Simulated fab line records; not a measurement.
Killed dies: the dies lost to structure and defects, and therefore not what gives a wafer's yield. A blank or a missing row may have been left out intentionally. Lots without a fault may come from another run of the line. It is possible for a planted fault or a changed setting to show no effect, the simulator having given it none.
Matching of chambers || flow n5Finfet || 3 sister chambers for N5_BEOL_M5_DEP_56 on pecvd-02
The step deposits SiCN from 3MS/NH3, target thk 8 nm, time 14 s. 6 wafers are shown with their chamber, then 6 later ones without.

== WAFERS WITH THEIR CHAMBER ==
{"wafer": "L134.1", "chamber": 0, "throttleValvePct (%)": 9.7, "showerheadPlenumPTorr (Torr)": 3.660}
{"wafer": "L135.1", "chamber": 1, "throttleValvePct (%)": 9.4, "showerheadPlenumPTorr (Torr)": 3.659}
{"wafer": "L135.4", "chamber": 2, "throttleValvePct (%)": 8.7, "showerheadPlenumPTorr (Torr)": 3.697}
{"wafer": "L135.6", "chamber": 1, "throttleValvePct (%)": 9.5, "showerheadPlenumPTorr (Torr)": 3.656}
{"wafer": "L147.2", "chamber": 0, "throttleValvePct (%)": 9.7, "showerheadPlenumPTorr (Torr)": 3.662}
{"wafer": "L147.4", "chamber": 2, "throttleValvePct (%)": 8.9, "showerheadPlenumPTorr (Torr)": 3.706}

== WAFERS MISSING THEIR CHAMBER ==
{"wafer": "L147.5", "throttleValvePct (%)": 9.6, "showerheadPlenumPTorr (Torr)": 3.661}
{"wafer": "L149.2", "throttleValvePct (%)": 8.8, "showerheadPlenumPTorr (Torr)": 3.696}
{"wafer": "L149.3", "throttleValvePct (%)": 9.7, "showerheadPlenumPTorr (Torr)": 3.662}
{"wafer": "L149.6", "throttleValvePct (%)": 9.6, "showerheadPlenumPTorr (Torr)": 3.668}
{"wafer": "L150.2", "throttleValvePct (%)": 8.6, "showerheadPlenumPTorr (Torr)": 3.688}
{"wafer": "L150.6", "throttleValvePct (%)": 9.5, "showerheadPlenumPTorr (Torr)": 3.658}

== EACH ONE'S CHAMBER ==
{"wafer": "L147.5", "from the rows above": "can't be placed: 0 or 1", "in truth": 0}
{"wafer": "L149.2", "from the rows above": 2, "in truth": 2}
{"wafer": "L149.3", "from the rows above": 0, "in truth": 0}
{"wafer": "L149.6", "from the rows above": "can't be placed: 0 or 1", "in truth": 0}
{"wafer": "L150.2", "from the rows above": 2, "in truth": 2}
{"wafer": "L150.6", "from the rows above": "can't be placed: 1 or 0", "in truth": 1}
Correct placement for 3 of the 6. Cannot be placed on the basis of these rows: 3; the candidates contain the true chamber in 3. Wrongly placed: 0.
How it was worked out, from the rows above alone: a wafer's distance from a chamber is the root of the sum, over the readings, of the square of ((its reading less the chamber's mean) divided by the reading's scatter). The wafer belongs to the nearest chamber; if the next one is less than 2 further off, it can't be placed. Each chamber's mean is taken over the wafers shown for it. The scatter: take each reading less its chamber's mean, square it, sum over the shown wafers, divide by the number of wafers less the number of chambers, and take the root.
